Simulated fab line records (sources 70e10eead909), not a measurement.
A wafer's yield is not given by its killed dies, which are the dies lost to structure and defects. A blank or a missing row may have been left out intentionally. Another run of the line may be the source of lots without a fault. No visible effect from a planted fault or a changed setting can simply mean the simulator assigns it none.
Matching of chambers ; flow nand-harc ; cmp-02 running NHARC_A_DECK1_JOINT_CMP_02: 4 sister chambers
The step polishes SiOx. 8 wafers are shown with their chamber, then 7 later ones without.

## WAFERS WITH THEIR CHAMBER
wafer;chamber;motor-current-A (A);retaining-ring-pressure-frac
L197.3;3;10.9;0.999
L198.2;2;13.0;1.007
L198.6;3;11.1;1.010
L201.3;0;13.3;1.004
L201.4;1;11.4;1.004
L201.5;1;11.5;1.004
L209.1;0;14.1;1.008
L209.3;2;13.2;1.001

## WAFERS WITHOUT THEIR CHAMBER
wafer;motor-current-A (A);retaining-ring-pressure-frac
L209.4;12.4;0.989
L214.4;12.9;1.011
L214.5;12.3;1.011
L214.6;12.8;1.004
L215.1;11.1;0.998
L215.4;12.5;1.000
L215.6;13.2;1.002

## CHAMBER TAKEN BY EACH
wafer;from the rows above;in truth
L209.4;can't be placed: 2 or 1 or 0 or 3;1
L214.4;can't be placed: 2 or 0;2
L214.5;can't be placed: 2 or 1 or 3 or 0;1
L214.6;2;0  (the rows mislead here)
L215.1;can't be placed: 3 or 1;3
L215.4;can't be placed: 2 or 1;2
L215.6;can't be placed: 2 or 0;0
0 of 7 placed correctly. Unplaceable from these rows: 6, with the true chamber sitting among the candidates in 6. 1 placed wrongly.
How it was worked out, from the rows above alone: a wafer's distance from a chamber is the root of the sum, over the readings, of the square of ((its reading less the chamber's mean) divided by the reading's scatter). If the next closest chamber is less than 2 further off than the closest, the wafer can't be placed; otherwise it belongs to the closest. The mean given for a chamber averages the wafers shown for that chamber. The scatter is the square root of a quotient: the sum, over the shown wafers, of each reading's squared deviation from its chamber's mean, divided by wafers minus chambers.
